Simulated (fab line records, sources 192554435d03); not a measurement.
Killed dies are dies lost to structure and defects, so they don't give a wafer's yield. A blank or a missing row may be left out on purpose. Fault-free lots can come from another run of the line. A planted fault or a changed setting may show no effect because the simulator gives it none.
fab line records	flow n5_finfet
[record] lots = 8	wafers = 24	last_day = 17
route steps=1938 shown BEOL_M2@913 BEOL_M3@946 BEOL_M4@1111 PASSIVATION@1936
lots that met no fault: taken from a fault-free run of the same line
start_h: hours from the record's first day to the start of the lot's first wafer shown	wait_h: hours elapsed since this lot's preceding step	" unchanged from the row above	L1.1+2: a single row standing in for several wafers	- value missing, or start not given	* or withheld: withheld	< > ~ a bound
route shown NAME@n: names a module that has steps shown in the file, with the first one's number in the route	usual: mean/standard deviation taken from wafers without a fault	same: alike in all rows	chamber/n: place in a boat	sites: each site's reading	_std_site: how widely they spread, as a standard deviation	_edge_site: inner sites' mean taken away from outer sites' mean	radius_mm: how far each site lies from the wafer's centre	mask NAME#n: copy n	behind: the most recent tool/chamber to have shaped the wafer	hold: why the lot was held/for how many hours/how that ended	device: whichever transistor did not switch (one of n, p or np)	end of line: tests of these same wafers at the route's end	step lacking rows: just its recipe	killed: the dies lost at the first sort to structure and to defects; this is not the yield of the wafer	map: a wafer's dies, x killed, . not, _ none there
set.NAME: the run value of the setting; set.NAME@STEP: its run value at that earlier step	model.NAME: the simulator's own value behind a step, which no gauge read
one table for each step of the route and one row for each wafer, over a sample of lots
services: the hour from which a tool's chamber was out of use, counted from the record's first day as start_h (under 0 if before that day), plus the number of hours and why
[[steps]]
[step N5_BEOL_M2_ANNEAL_89]
[recipe] temp_c = 400	time_s = 240	ambient = vacuum
[usual] heater_power_w = 808/66	susceptor_temp_C = 399.97/0.22
lot.wafer	tool	chamber	start_h	wait_h	heater_power_w	susceptor_temp_C
L156.3	pvd_sputter-03	-	141.05	0.0	689	399.69
L156.4	"	-	"	"	809	399.75
L156.5	"	-	"	"	822	399.87
L157.2	pvd_sputter-02	-	144.86	0.0	848	399.96
L157.4	"	-	"	"	769	400.39
L157.6	"	-	"	"	848	400.22
L159.1	pvd_sputter-02	-	153.44	0.0	828	399.99
L159.2	"	-	"	"	861	400.43
L159.5	"	-	"	"	840	399.86
L158.2	pvd_sputter-03	-	153.64	0.0	777	399.93
L158.5	"	-	"	"	802	400.14
L158.6	"	-	"	"	771	399.75
L166.2	pvd_sputter-03	-	203.81	0.0	716	400.01
L166.3	"	-	"	"	810	399.87
L166.6	"	-	"	"	715	400.01
L168.1	pvd_sputter-03	-	210.43	0.0	776	400.25
L168.2	"	-	"	"	802	399.69
L168.5	"	-	"	"	769	400.29
L174.2	pvd_sputter-03	-	256.66	0.0	759	399.89
L174.3	"	-	"	"	819	399.97
L174.5	"	-	"	"	724	399.88
L179.1	pvd_sputter-01	-	277.97	0.0	956	400.08
L179.2	"	-	"	"	800	399.65
L179.6	"	-	"	"	905	400.34
[step N5_BEOL_M2_SPUTTER_94]
[recipe] material = Cu	target_thk_a = 45	temp_c = -20	chamber_pressure_pa = 0.07	power_w = withheld	time_s = 8.29
[usual] substrate_temp_c = -20.01/0.099	susceptor_temp_C = -19.99/0.093	throttle_valve_pct = 30.1/1
lot.wafer	tool	chamber	start_h	wait_h	substrate_temp_c	susceptor_temp_C	throttle_valve_pct
L156.3	pvd_sputter-03	-	141.63	0.1	-19.97	-20.00	30.0
L156.4	"	-	"	"	-19.79	-19.87	28.2
L156.5	"	-	"	"	-20.06	-19.95	28.4
L157.2	pvd_sputter-02	-	145.44	0.1	-19.85	-19.98	31.4
L157.4	"	-	"	"	-19.89	-20.00	31.0
L157.6	"	-	"	"	-19.99	-19.90	29.6
L159.1	pvd_sputter-02	-	154.02	0.1	-19.86	-19.94	31.2
L159.2	"	-	"	"	-20.00	-19.86	29.8
L159.5	"	-	"	"	-20.04	-20.00	31.5
L158.2	pvd_sputter-03	-	154.22	0.1	-19.98	-19.91	30.3
L158.5	"	-	"	"	-19.86	-20.09	28.3
L158.6	"	-	"	"	-19.91	-20.12	30.4
L166.2	pvd_sputter-03	-	204.39	0.1	-19.88	-20.06	30.4
L166.3	"	-	"	"	-20.23	-19.98	29.9
L166.6	"	-	"	"	-19.91	-20.10	30.2
L168.1	pvd_sputter-03	-	211.01	0.1	-20.02	-19.97	30.0
L168.2	"	-	"	"	-20.04	-20.05	28.2
L168.5	"	-	"	"	-19.95	-19.95	30.0
L174.2	pvd_sputter-03	-	257.24	0.1	-19.90	-20.03	30.2
L174.3	"	-	"	"	-20.13	-20.00	29.7
L174.5	"	-	"	"	-20.09	-20.03	30.1
L179.1	pvd_sputter-01	-	278.55	0.1	-19.97	-19.88	31.4
L179.2	"	-	"	"	-20.07	-20.04	29.3
L179.6	"	-	"	"	-19.99	-20.06	29.0
[step N5_BEOL_M2_CMP_52]
[recipe] stop_on = SiOC	t_overpolish_s = 6.8	down_force_psi = 1	platen_rpm = 50	clearing_platen_down_force_psi = 1.5	clearing_platen_rpm = 50	post_cmp_clean = cu_alkaline	target_thk_nm = 40	clearing_platen_pad_velocity_m_s = 0.99484	pad_velocity_m_s = 0.99484
[usual] barrier_field_endpoint_s = 24.8/0.69	motor_current_A = 6.2/0.53	overpolish_run_s = 6.800/0.0092	retaining_ring_pressure_frac = 1.000/0.0055	time_to_endpoint_s = 63/4.2
[same] t_overpolish_s = 6.8
lot.wafer	tool	chamber	start_h	wait_h	barrier_field_endpoint_s	motor_current_A	overpolish_run_s	retaining_ring_pressure_frac	time_to_endpoint_s
L156.3	cmp-02	3	142.34	0.2	24.0	6.1	6.794	1.001	57
L156.4	"	2	"	"	25.5	6.5	6.792	0.997	58
L156.5	"	0	"	"	25.2	6.0	6.798	1.002	58
L157.2	cmp-02	2	146.23	0.3	24.7	6.3	6.805	1.000	63
L157.4	"	3	"	"	24.7	6.0	6.790	0.995	57
L157.6	"	0	"	"	25.1	6.2	6.801	1.001	60
L159.1	cmp-02	3	154.77	0.3	24.7	6.1	6.788	1.000	59
L159.2	"	0	"	"	24.4	6.3	6.803	1.003	60
L159.5	"	2	"	"	25.7	6.0	6.780	0.999	66
L158.2	cmp-03	0	154.93	0.2	25.6	6.3	6.791	0.993	65
L158.5	"	0	"	"	25.2	6.0	6.823	1.000	64
L158.6	"	1	"	"	25.5	7.1	6.795	1.007	62
L166.3	cmp-02	1	205.12	0.2	25.2	6.3	6.801	1.005	67
L166.2	"	3	"	"	24.3	6.0	6.789	1.003	60
L166.6	"	1	"	"	26.2	6.7	6.795	1.005	66
L168.1	cmp-01	2	211.80	0.3	24.9	5.5	6.809	1.001	61
L168.2	"	3	"	"	25.9	5.8	6.806	1.000	67
L168.5	"	1	"	"	25.3	7.0	6.803	1.002	61
L174.2	cmp-02	0	258.92	1.1	23.9	6.0	6.800	0.997	62
L174.3	"	1	"	"	25.7	6.6	6.789	1.004	71
L174.5	"	0	"	"	24.0	6.1	6.807	1.005	61
L179.1	cmp-03	2	279.31	0.3	23.7	5.3	6.801	0.997	56
L179.2	"	0	"	"	24.4	6.3	6.795	1.001	63
L179.6	"	3	"	"	23.5	5.8	6.808	0.998	55
[step N5_BEOL_M2_PRE_CLEAN_60]
[recipe] gas = NH3/H2	time_s = 15	temp_c = *	rf_power_w = 300
[usual] heater_power_w = 77/10	susceptor_temp_C = *
lot.wafer	tool	chamber	start_h	wait_h	heater_power_w	susceptor_temp_C
L156.3	cvd_co-01	1	142.67	0.0	81	*
L156.4	"	2	"	"	63	*
L156.5	"	1	"	"	81	*
L157.2	cvd_co-01	2	146.49	0.0	63	*
L157.4	"	1	"	"	79	*
L157.6	"	2	"	"	64	*
L159.1	cvd_co-02	1	155.07	0.0	96	*
L159.2	"	2	"	"	68	*
L159.5	"	1	"	"	96	*
L158.2	cvd_co-02	2	155.40	0.2	67	*
L158.5	"	2	"	"	68	*
L158.6	"	0	"	"	77	*
L166.2	cvd_co-02	0	205.45	0.0	77	*
L166.3	"	2	"	"	69	*
L166.6	"	0	"	"	77	*
L168.1	cvd_co-02	1	212.06	0.0	97	*
L168.2	"	0	"	"	77	*
L168.5	"	2	"	"	67	*
L174.2	cvd_co-01	1	259.44	0.3	78	*
L174.3	"	0	"	"	78	*
L174.5	"	2	"	"	65	*
L179.1	cvd_co-01	2	279.64	0.0	64	*
L179.2	"	1	"	"	78	*
L179.6	"	1	"	"	81	*
[step N5_BEOL_M2_INSPECT_59]
[recipe] inspect_instrument = darkfield	mode = post_dep
[usual] raw_defect_count = 69/20
lot.wafer	tool	chamber	start_h	wait_h	raw_defect_count
L156.3	defect_inspect-01	-	142.92	0.0	52
L156.4	"	-	"	"	54
L156.5	"	-	"	"	50
L157.2	defect_inspect-02	-	146.77	0.0	62
L157.4	"	-	"	"	60
L157.6	"	-	"	"	59
L159.1	defect_inspect-02	-	155.34	0.0	60
L159.2	"	-	"	"	57
L159.5	"	-	"	"	45
L158.2	defect_inspect-02	-	155.68	0.0	77
L158.5	"	-	"	"	48
L158.6	"	-	"	"	87
L166.2	defect_inspect-02	-	205.70	0.0	335
L166.3	"	-	"	"	339
L166.6	"	-	"	"	387
L168.1	defect_inspect-01	-	212.30	0.0	312
L168.2	"	-	"	"	285
L168.5	"	-	"	"	321
L174.2	defect_inspect-01	-	259.69	0.0	77
L174.3	"	-	"	"	60
L174.5	"	-	"	"	49
L179.1	defect_inspect-02	-	279.89	0.0	79
L179.2	"	-	"	"	72
L179.6	"	-	"	"	104
[step N5_BEOL_M3_INSPECT_13]
[recipe] mode = adi	inspect_instrument = brightfield
[usual] raw_defect_count = 385/83
lot.wafer	tool	chamber	start_h	wait_h	raw_defect_count
L156.3	defect_inspect-01	-	144.27	0.0	275
L156.4	"	-	"	"	359
L156.5	"	-	"	"	327
L157.2	defect_inspect-01	-	148.24	0.0	440
L157.4	"	-	"	"	454
L157.6	"	-	"	"	449
L159.1	defect_inspect-02	-	158.29	0.1	387
L159.2	"	-	"	"	426
L159.5	"	-	"	"	333
L158.2	defect_inspect-01	-	158.59	0.0	464
L158.5	"	-	"	"	328
L158.6	"	-	"	"	347
L166.2	defect_inspect-01	-	207.92	0.1	537
L166.3	"	-	"	"	687
L166.6	"	-	"	"	646
L168.1	defect_inspect-01	-	214.23	0.1	550
L168.2	"	-	"	"	594
L168.5	"	-	"	"	587
L174.2	defect_inspect-02	-	261.46	0.0	276
L174.3	"	-	"	"	258
L174.5	"	-	"	"	295
L179.1	defect_inspect-02	-	282.30	0.1	403
L179.2	"	-	"	"	319
L179.6	"	-	"	"	394
[step N5_BEOL_M4_RC_MEAS_101]
[usual] DIBL_N = 36.8/2.2	DIBL_P = 37.1/2.8	IOFF_N = 0.17/0.04	IOFF_P = 0.22/0.049	ION_N = 672/16	ION_P = 460/9.2	SS_N = 71.6/0.69	SS_P = 73.5/0.78	VT_N = 249/3.6	VT_P = -250/3.9
lot.wafer	tool	chamber	start_h	wait_h	DIBL_N[mV/V]	DIBL_P[mV/V]	IOFF_N[nA/um]	IOFF_P[nA/um]	ION_N[uA/um]	ION_P[uA/um]	SS_N[mV/dec]	SS_P[mV/dec]	VT_N[mV]	VT_P[mV]
L156.3	prober-01	0	158.88	0.3	34.6	32.9	0.13	0.15	677	457	71.2	72.6	251	-253
L156.4	"	0	"	"	39.5	37.6	0.21	0.21	667	451	72.4	74.0	249	-253
L156.5	"	0	"	"	40.4	38.7	0.24	0.22	674	450	72.4	73.6	247	-254
L157.2	prober-02	0	166.00	0.2	33.5	34.2	0.13	0.17	640	445	71.0	72.6	253	-250
L157.4	"	0	"	"	36.9	39.3	0.18	0.26	683	475	71.3	73.9	251	-248
L157.6	"	0	"	"	35.6	37.0	0.17	0.23	674	460	71.7	73.7	250	-248
L159.1	prober-01	0	175.04	0.0	38.2	40.1	0.21	0.22	699	462	72.3	73.7	245	-251
L159.2	"	0	"	"	34.5	34.8	0.14	0.16	670	454	70.7	73.0	252	-253
L159.5	"	0	"	"	37.9	39.2	0.23	0.23	703	472	72.0	73.6	246	-250
L158.2	prober-02	0	177.80	0.2	35.8	33.7	0.13	0.16	652	444	71.7	73.2	256	-257
L158.5	"	0	"	"	37.0	36.1	0.14	0.19	650	448	72.7	73.2	258	-255
L158.6	"	0	"	"	36.4	35.2	0.14	0.18	658	447	72.3	72.8	253	-256
L166.2	prober-01	0	229.92	0.2	36.7	36.7	0.16	0.19	673	456	71.1	73.2	248	-253
L166.3	"	0	"	"	37.1	37.2	0.16	0.21	669	458	71.2	73.7	249	-250
L166.6	"	0	"	"	39.9	41.2	0.23	0.28	689	467	72.2	74.4	243	-248
L168.1	prober-02	0	235.41	0.0	36.0	35.3	0.16	0.18	662	443	71.3	72.8	249	-253
L168.2	"	0	"	"	38.7	39.5	0.22	0.26	697	474	72.4	75.4	243	-246
L168.5	"	0	"	"	38.1	38.7	0.21	0.25	681	458	71.9	74.5	244	-249
L174.2	prober-02	0	280.17	0.2	34.0	33.7	0.13	0.19	664	458	70.4	73.1	252	-252
L174.3	"	0	"	"	36.2	35.2	0.15	0.20	652	452	71.9	73.1	252	-254
L174.5	"	0	"	"	34.6	33.4	0.14	0.17	659	455	71.2	73.2	250	-253
L179.1	prober-01	0	304.53	0.0	37.5	38.1	0.20	0.27	678	460	72.5	73.3	244	-244
L179.2	"	0	"	"	37.0	37.6	0.18	0.27	678	468	71.6	73.6	248	-244
L179.6	"	0	"	"	37.4	38.8	0.21	0.29	691	465	72.0	72.6	245	-242
[step N5_PASSIVATION_PROBE_49]
[usual] defect_limited_yield = 91.1/1.5	killed_at_M0_to_M3 = 35/11	killed_at_M4_up = 13/5.7	killed_at_contacts = 12/5.7	killed_at_front_end = 40/11	killed_at_other = 4/4.4	killed_dies = 105/18	killed_open = 68/14	killed_short = 34/7.4	sort_bin_5_function = 5.2/1	sort_bin_6_memory = 3.3/0.67	sort_bin_8_speed = 0.04/0.29	sort_n_pass = 1074/18	sort_yield_pct = 91.0/1.5
[same] gross_dies = 1180	killed_at_back_side = 0	sort_bin_4_leakage[%] = 0
lot.wafer	tool	chamber	start_h	wait_h	defect_limited_yield[%]	killed_at_M0_to_M3	killed_at_M4_up	killed_at_contacts	killed_at_front_end	killed_at_other	killed_dies	killed_open	killed_short	sort_bin_5_function[%]	sort_bin_6_memory[%]	sort_bin_8_speed[%]	sort_n_pass	sort_yield_pct[%]
L156.3	prober-02	-	261.83	0.9	89.1	36	10	12	48	23	129	71	46	6.8	3.3	0	1051	89.1
L156.4	prober-02	-	261.88	0.9	91.7	32	14	2	40	10	98	61	32	4.2	3.6	0	1082	91.7
L156.5	prober-02	-	261.93	1.0	89.7	52	26	10	29	5	122	84	37	6.1	3.9	0	1058	89.7
L157.2	prober-01	-	268.49	0.1	91.3	26	16	5	42	14	103	66	36	6.0	2.4	0	1077	91.3
L157.4	prober-01	-	268.59	0.2	89.0	31	28	2	56	13	130	94	36	6.9	3.9	0	1050	89.0
L157.6	prober-01	-	268.69	0.3	90.3	31	26	11	35	12	115	87	26	6.0	3.6	0	1065	90.3
L159.1	prober-01	-	268.74	0.0	89.3	28	18	16	57	7	126	86	39	6.4	4.2	0	1054	89.3
L159.2	prober-01	-	268.79	0.1	89.6	54	24	8	36	1	123	87	36	6.1	4.2	0	1057	89.6
L159.5	prober-01	-	268.94	0.2	89.8	42	13	9	54	2	120	83	36	6.6	3.0	0	1060	89.8
L158.2	prober-01	-	282.71	0.1	90.8	50	10	8	36	4	108	66	40	5.0	3.6	0.08	1071	90.8
L158.5	prober-01	-	282.86	0.2	92.8	32	5	8	30	10	85	54	23	4.5	2.5	0	1095	92.8
L158.6	prober-01	-	282.91	0.3	91.4	47	10	13	32	0	102	69	32	5.1	3.1	0	1078	91.4
L166.2	prober-01	-	320.56	0.1	83.9	125	9	12	43	1	190	65	26	11.4	3.6	0	990	83.9
L166.3	prober-01	-	320.61	0.1	84.3	109	10	4	61	1	185	76	25	9.7	4.7	0	995	84.3
L166.6	prober-01	-	320.76	0.3	84.9	125	11	9	33	0	178	60	19	9.5	4.1	0	1002	84.9
L168.1	prober-01	-	327.48	0.0	81.4	135	9	24	48	4	220	82	35	11.4	4.7	0	960	81.4
L168.2	prober-01	-	327.53	0.1	83.3	134	8	11	43	1	197	68	34	11.0	4.7	0	983	83.3
L168.5	prober-01	-	327.68	0.2	86.8	103	15	10	27	1	156	62	12	8.3	3.7	0	1024	86.8
L174.2	prober-01	-	383.15	0.1	90.5	24	19	29	39	1	112	75	31	5.6	3.4	0	1068	90.5
L174.3	prober-01	-	383.20	0.1	92.8	23	16	9	36	1	85	53	30	3.3	3.4	0	1095	92.8
L174.5	prober-01	-	383.30	0.2	92.3	21	9	9	50	2	91	53	32	3.6	3.1	0	1089	92.3
L179.1	prober-02	-	405.36	0.0	91.3	26	10	12	49	6	103	61	31	4.7	3.1	0	1077	91.3
L179.2	prober-02	-	405.41	0.1	92.5	41	5	16	27	0	89	68	21	4.5	3.0	0	1091	92.5
L179.6	prober-02	-	405.61	0.3	90.4	32	9	21	47	4	113	68	39	4.8	4.1	0	1067	90.4
// killed by level:class
L156.3 GATE_CUT:geometric_particle:short=7 BEOL_M0_SAQP:geometric_particle:open=7 BEOL_M1:geometric_particle:short=7 HKMG_FIN:area_etch=7 FIN_SAQP:geometric_particle:open=6 DUMMY_GATE:geometric_particle:open=6 BEOL_M2:geometric_particle:open=6 GATE_CUT:geometric_particle:open=6
L156.4 FIN_SAQP:geometric_particle:open=16 FIN_SAQP:geometric_particle:short=8 BEOL_M3:geometric_particle:open=8 BEOL_M0_SAQP:geometric_particle:open=5 BEOL_M4:geometric_particle:open=5 DUMMY_GATE:geometric_particle:open=4 BEOL_M0_SAQP:geometric_particle:short=4 BEOL_M0:geometric_particle:open=4
L156.5 BEOL_M3:geometric_particle:open=14 BEOL_M5:geometric_particle:open=11 BEOL_M0_SAQP:geometric_particle:open=10 MOL_CONTACT_COAG:geometric_particle:open=8 BEOL_M1:geometric_particle:short=8 FIN_SAQP:geometric_particle:open=5 STI_FIN_REVEAL:geometric_particle:open=5 BEOL_M1:geometric_particle:open=5
L157.2 STI_FIN_REVEAL:geometric_particle:open=17 BEOL_M1:geometric_particle:open=10 BEOL_M4:geometric_particle:open=8 PAD_METAL:geometric_particle:short=8 BEOL_M0_SAQP:geometric_particle:short=6 FIN_SAQP:geometric_particle:open=5 PAD_METAL:geometric_particle:open=5 STARTING-WAFER:geometric_particle:short=5
L157.4 BEOL_M4:geometric_particle:open=17 FIN_SAQP:geometric_particle:open=14 STI_FIN_REVEAL:geometric_particle:open=9 BEOL_M0_SAQP:geometric_particle:open=9 BEOL_M0_SAQP:geometric_particle:short=8 STARTING-WAFER:geometric_particle:short=6 FIN_SAQP:geometric_particle:short=5 DUMMY_GATE:geometric_particle:open=5
L157.6 BEOL_M4:geometric_particle:open=15 BEOL_M1:geometric_particle:open=12 FIN_SAQP:geometric_particle:open=10 FIN_SAQP:geometric_particle:short=9 MOL_CONTACT_COAG:geometric_particle:open=8 STI_FIN_REVEAL:geometric_particle:open=7 BEOL_M0:geometric_particle:open=5 BEOL_M2:geometric_particle:open=4
L159.1 STI_FIN_REVEAL:geometric_particle:open=23 FIN_SAQP:geometric_particle:open=11 BEOL_M0_SAQP:geometric_particle:open=11 MOL_CONTACT_COAG:geometric_particle:open=9 BEOL_M4:geometric_particle:open=9 MOL_CONTACT_COAG:geometric_particle:short=7 BEOL_M0_SAQP:geometric_particle:short=6 STI_FIN_REVEAL:geometric_particle:short=5
L159.2 BEOL_M4:geometric_particle:open=14 FIN_SAQP:geometric_particle:open=11 BEOL_M0_SAQP:geometric_particle:short=11 BEOL_M1:geometric_particle:open=10 BEOL_M3:geometric_particle:open=10 BEOL_M0_SAQP:geometric_particle:open=9 STI_FIN_REVEAL:geometric_particle:open=7 MOL_CONTACT_COAG:geometric_particle:open=7
L159.5 BEOL_M3:geometric_particle:open=19 FIN_SAQP:geometric_particle:open=18 STI_FIN_REVEAL:geometric_particle:open=7 BEOL_M4:geometric_particle:open=6 MOL_CONTACT_COAG:geometric_particle:open=6 BEOL_M1:geometric_particle:open=6 STI_FIN_REVEAL:geometric_particle:short=5 GATE_CUT:geometric_particle:short=5
L158.2 BEOL_M0_SAQP:geometric_particle:short=14 BEOL_M0_SAQP:geometric_particle:open=9 BEOL_M2:geometric_particle:open=9 STI_FIN_REVEAL:geometric_particle:open=7 FIN_SAQP:geometric_particle:open=6 MOL_CONTACT_COAG:geometric_particle:open=5 BEOL_M3:geometric_particle:open=5 FIN_SAQP:geometric_particle:short=4
L158.5 STI_FIN_REVEAL:geometric_particle:open=14 BEOL_M0_SAQP:geometric_particle:short=9 BEOL_M3:geometric_particle:open=7 MIM_TOP_ETCH:area_etch=7 MOL_CONTACT_COAG:geometric_particle:open=6 BEOL_M0_SAQP:geometric_particle:open=5 FIN_SAQP:geometric_particle:open=3 DUMMY_GATE:geometric_particle:open=3
L158.6 BEOL_M2:geometric_particle:open=15 FIN_SAQP:geometric_particle:short=14 BEOL_M3:geometric_particle:open=14 MOL_CONTACT_COAG:geometric_particle:open=13 BEOL_M0_SAQP:geometric_particle:short=9 STI_FIN_REVEAL:geometric_particle:open=7 BEOL_M0_SAQP:geometric_particle:open=3 BEOL_M6:geometric_particle:open=3
L166.2 BEOL_M2:unspecified=97 STI_FIN_REVEAL:geometric_particle:open=19 MOL_CONTACT_COAG:geometric_particle:open=10 BEOL_M0_SAQP:geometric_particle:short=7 BEOL_M0_SAQP:geometric_particle:open=6 BEOL_M1:geometric_particle:open=6 FIN_SAQP:geometric_particle:open=4 DUMMY_GATE:geometric_particle:open=4
L166.3 BEOL_M2:unspecified=83 STI_FIN_REVEAL:geometric_particle:open=30 FIN_SAQP:geometric_particle:open=11 STI_FIN_REVEAL:geometric_particle:short=7 BEOL_M0_SAQP:geometric_particle:short=7 BEOL_M0_SAQP:geometric_particle:open=5 BEOL_M1:geometric_particle:open=5 DUMMY_GATE:geometric_particle:open=4
L166.6 BEOL_M2:unspecified=98 STI_FIN_REVEAL:geometric_particle:open=9 BEOL_M2:geometric_particle:open=9 MOL_CONTACT_COAG:geometric_particle:open=8 BEOL_M0_SAQP:geometric_particle:short=8 DUMMY_GATE:geometric_particle:open=7 BEOL_M0_SAQP:geometric_particle:open=6 BEOL_M5:geometric_particle:open=4
L168.1 BEOL_M2:unspecified=91 MOL_CONTACT_COAG:geometric_particle:open=21 BEOL_M0_SAQP:geometric_particle:open=18 FIN_SAQP:geometric_particle:open=11 BEOL_M0_SAQP:geometric_particle:short=11 FIN_SAQP:geometric_particle:short=8 HKMG_FIN:area_etch=8 STI_FIN_REVEAL:geometric_particle:open=7
L168.2 BEOL_M2:unspecified=95 FIN_SAQP:geometric_particle:open=12 BEOL_M1:geometric_particle:open=11 FIN_SAQP:geometric_particle:short=9 MOL_CONTACT_COAG:geometric_particle:open=9 BEOL_M0_SAQP:geometric_particle:open=8 BEOL_M0_SAQP:geometric_particle:short=7 BEOL_M4:geometric_particle:open=6
L168.5 BEOL_M2:unspecified=73 BEOL_M1:geometric_particle:open=11 FIN_SAQP:geometric_particle:open=8 MOL_CONTACT_COAG:geometric_particle:open=8 BEOL_M0_SAQP:geometric_particle:open=6 BEOL_M3:geometric_particle:open=6 BEOL_M4:geometric_particle:open=6 FIN_CUT:area_etch=6
L174.2 MOL_CONTACT_COAG:geometric_particle:open=22 BEOL_M4:geometric_particle:open=10 FIN_SAQP:geometric_particle:short=7 FIN_SAQP:geometric_particle:open=7 MOL_CONTACT_COAG:geometric_particle:short=7 ILD0:geometric_particle:open=6 BEOL_M0_SAQP:geometric_particle:short=6 BEOL_M1:geometric_particle:open=6
L174.3 BEOL_M0_SAQP:geometric_particle:open=8 FIN_SAQP:geometric_particle:open=7 FIN_SAQP:geometric_particle:short=7 MOL_CONTACT_COAG:geometric_particle:open=7 BEOL_M2:geometric_particle:open=7 STARTING-WAFER:geometric_particle:open=6 GATE_CUT:geometric_particle:short=4 BEOL_M4:geometric_particle:open=4
L174.5 FIN_SAQP:geometric_particle:short=8 FIN_SAQP:geometric_particle:open=7 STI_FIN_REVEAL:geometric_particle:open=7 MOL_CONTACT_COAG:geometric_particle:open=7 HKMG_FIN:area_etch=6 BEOL_M2:geometric_particle:open=5 BEOL_M0_SAQP:geometric_particle:short=5 BEOL_M4:geometric_particle:open=5
L179.1 BEOL_M3:geometric_particle:open=13 STI_FIN_REVEAL:geometric_particle:open=12 FIN_SAQP:geometric_particle:open=8 FIN_SAQP:geometric_particle:short=8 MOL_CONTACT_COAG:geometric_particle:open=8 HKMG_FIN:area_etch=8 BEOL_M2:geometric_particle:open=5 GATE_CUT:geometric_particle:short=4
L179.2 BEOL_M3:geometric_particle:open=17 MOL_CONTACT_COAG:geometric_particle:open=10 FIN_SAQP:geometric_particle:open=8 MOL_CONTACT_COAG:geometric_particle:short=6 BEOL_M1:geometric_particle:open=6 STI_FIN_REVEAL:geometric_particle:open=5 BEOL_M2:geometric_particle:open=5 BEOL_M3:geometric_particle:short=5
L179.6 MOL_CONTACT_COAG:geometric_particle:open=14 BEOL_M3:geometric_particle:open=11 FIN_SAQP:geometric_particle:open=7 MOL_CONTACT_COAG:geometric_particle:short=7 BEOL_M2:geometric_particle:open=7 GATE_CUT:geometric_particle:short=6 GATE_CUT:geometric_particle:open=6 BEOL_M1:geometric_particle:open=6
[[services]]
tool	chamber	start_h	hours	kind
cmp-03	-	134.08	1.0	repair
pvd_sputter-01	-	144.28	0.7	repair
cmp-03	-	173.25	0.5	repair
pvd_sputter-02	-	177.09	4.0	repair
cmp-03	-	178.69	1.7	repair
cmp-02	-	197.12	0.2	repair
cmp-03	-	200.52	4.0	pm
cmp-03	-	204.52	-	consumable_replace:conditioner
cmp-03	-	204.52	-	consumable_replace:pad
cmp-01	-	229.82	3.5	repair
cmp-02	-	230.18	2.6	repair
cmp-03	-	246.74	0.4	repair
cmp-01	-	255.89	0.7	repair
cvd_co-02	-	257.77	2.8	pm
cmp-02	-	277.69	4.0	pm
[[key]]
[first_sign] step = N5_BEOL_M2_INSPECT_59	reading = raw_defect_count	direction = up	sigmas = 13	usual = 69	struck = 330
[effect] step = N5_BEOL_M3_INSPECT_13	reading = raw_defect_count	direction = up	sigmas = 2.6	usual = 385	struck = 600
[effect] step = N5_PASSIVATION_PROBE_49	reading = killed_at_M0_to_M3	direction = up	sigmas = 7.9	usual = 35	struck = 122
[more_kills_born_at] N5_BEOL_M2_PRE_CLEAN_60@cvd_co-02 = 537
met_at N5_BEOL_M2_PRE_CLEAN_60
struck_lots L166,L168
not_acting_at N5_BEOL_M2_ANNEAL_89,N5_BEOL_M2_SPUTTER_94,N5_BEOL_M2_CMP_52
onset_between 155.40 205.45
[fault] kind = chamber_particle_source	tool = cvd_co-02	chamber = -	onset_h = 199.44	steps = N5_BEOL_M2_PRE_CLEAN_60	rate_per_visit_cm2 = 0.41028	end_h = 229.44
